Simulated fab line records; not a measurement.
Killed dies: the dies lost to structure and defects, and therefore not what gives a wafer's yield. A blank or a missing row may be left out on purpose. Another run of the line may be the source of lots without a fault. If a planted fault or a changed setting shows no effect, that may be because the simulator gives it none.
Split-lot experiment + flow n5_finfet + on a route of 1938 steps: 7 lots, 21 wafers read

## ABOUT THE SPLIT
At N5_BEOL_M4_COAT_22 (resist thk 30 nm), the setting spin_rpm was moved away from the recipe's 1500 rpm on 6 of the 21 wafers read, by -3.8% to +5.9%. For the rest of the wafers, this setting stayed at what the recipe calls for.

The reading comes from the split's own step.

## THE READING
CAR-EUV_of_BEOL_M4_COAT_22.thk_nm (the simulator's own value, which no gauge read), in nm, at N5_BEOL_M4_COAT_22 (resist thk 30 nm). The file gives no usual value for it. The 15 wafers here that ran the recipe average 29.9 nm, standard deviation 0.088 nm.

| wafer  | tool, chamber at the split | spin_rpm as run, rpm | against the recipe | CAR-EUV_of_BEOL_M4_COAT_22.thk_nm, nm | against lot-mates on the recipe |
|--------|----------------------------|----------------------|--------------------|---------------------------------------|---------------------------------|
| L079.1 | litho_track-05, 0          | 1500                 | recipe             | 30                                    | -                               |
| L079.3 | litho_track-05, 0          | 1500                 | recipe             | 30                                    | -                               |
| L079.5 | litho_track-05, 0          | 1500                 | recipe             | 30                                    | -                               |
| L082.2 | litho_track-02, 0          | 1500                 | recipe             | 30                                    | -                               |
| L082.5 | litho_track-02, 0          | 1500                 | recipe             | 30                                    | -                               |
| L082.4 | litho_track-02, 0          | 1500                 | recipe             | 29.8                                  | -                               |
| L087.1 | litho_track-05, 0          | 1583                 | +5.5%              | 29.2                                  | -0.6                            |
| L087.4 | litho_track-05, 0          | 1583                 | +5.5%              | 29.2                                  | -0.6                            |
| L087.3 | litho_track-05, 0          | 1500                 | recipe             | 29.8                                  | -                               |
| L091.3 | litho_track-05, 0          | 1500                 | recipe             | 30                                    | -                               |
| L091.4 | litho_track-05, 0          | 1500                 | recipe             | 30                                    | -                               |
| L091.5 | litho_track-05, 0          | 1500                 | recipe             | 30                                    | -                               |
| L093.1 | litho_track-05, 0          | 1443                 | -3.8%              | 30.6                                  | +0.6                            |
| L093.4 | litho_track-05, 0          | 1443                 | -3.8%              | 30.6                                  | +0.6                            |
| L093.2 | litho_track-05, 0          | 1500                 | recipe             | 30                                    | -                               |
| L094.1 | litho_track-01, 0          | 1500                 | recipe             | 29.8                                  | -                               |
| L094.2 | litho_track-01, 0          | 1500                 | recipe             | 29.8                                  | -                               |
| L094.6 | litho_track-01, 0          | 1500                 | recipe             | 30                                    | -                               |
| L096.2 | litho_track-01, 0          | 1500                 | recipe             | 30                                    | -                               |
| L096.4 | litho_track-01, 0          | 1589                 | +5.9%              | 29                                    | -1.0                            |
| L096.5 | litho_track-01, 0          | 1589                 | +5.9%              | 29                                    | -1.0                            |

FIT RESULTS
A straight line over all 21 wafers: CAR-EUV_of_BEOL_M4_COAT_22.thk_nm changes by -0.154 nm for each +1% of spin_rpm; r = -0.98; the points scatter about the line by 0.088 nm.
The same after taking each lot's own level away (the mean of its wafers on the recipe; 21 wafers): -0.145 nm for each +1%; r = -0.97; scatter 0.096 nm.
The reading moves by 0.86 nm for the largest change in spin_rpm, on that fit.
Across the lots, their own levels run from 29.80 to 30.00 nm, a range of 2.3 times the standard deviation given above.
Consequently the slope shifts little with the lot-to-lot level, the two slopes agreeing.
Check: -0.803 nm against its lot-mates is what the line predicts for one of the wafers moved furthest among these (+5.9%) when that wafer is left out of the fit. Against them it came out at -1 nm.

## ADDITIONAL SPLITS CARRIED BY THESE WAFERS
Other splits were also applied to these wafers ahead of the reading. Each is held against what the fit with the lots' levels taken away leaves over:
| other split on the same wafers         | wafers away from the commonest value | r with CAR-EUV_of_BEOL_M4_COAT_22.thk_nm (lot level and that fit taken away) |
|----------------------------------------|--------------------------------------|------------------------------------------------------------------------------|
| N5_MOL_CONTACT_COAG_EXPOSE_37 dose_mj  | 10                                   | -0.21                                                                        |
| N5_MOL_CONTACT_COAG_ALD_133 ald_cycles | 8                                    | -0.09                                                                        |
| N5_BEOL_M0_SAQP_ETCH_107 source_w      | 6                                    | -0.18                                                                        |
| N5_BEOL_M0_CUTY_ETCH_63 source_w       | 7                                    | +0.37                                                                        |
| N5_BEOL_M0_ETCH_138 source_w           | 6                                    | -0.17                                                                        |
| N5_BEOL_M2_ETCH_64 bias_w              | 8                                    | +0.54                                                                        |

## THE FILE'S OWN FIT
CAR-EUV_of_BEOL_M4_COAT_22.thk_nm changes by -0.144 nm for each +1% of spin_rpm, r = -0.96.
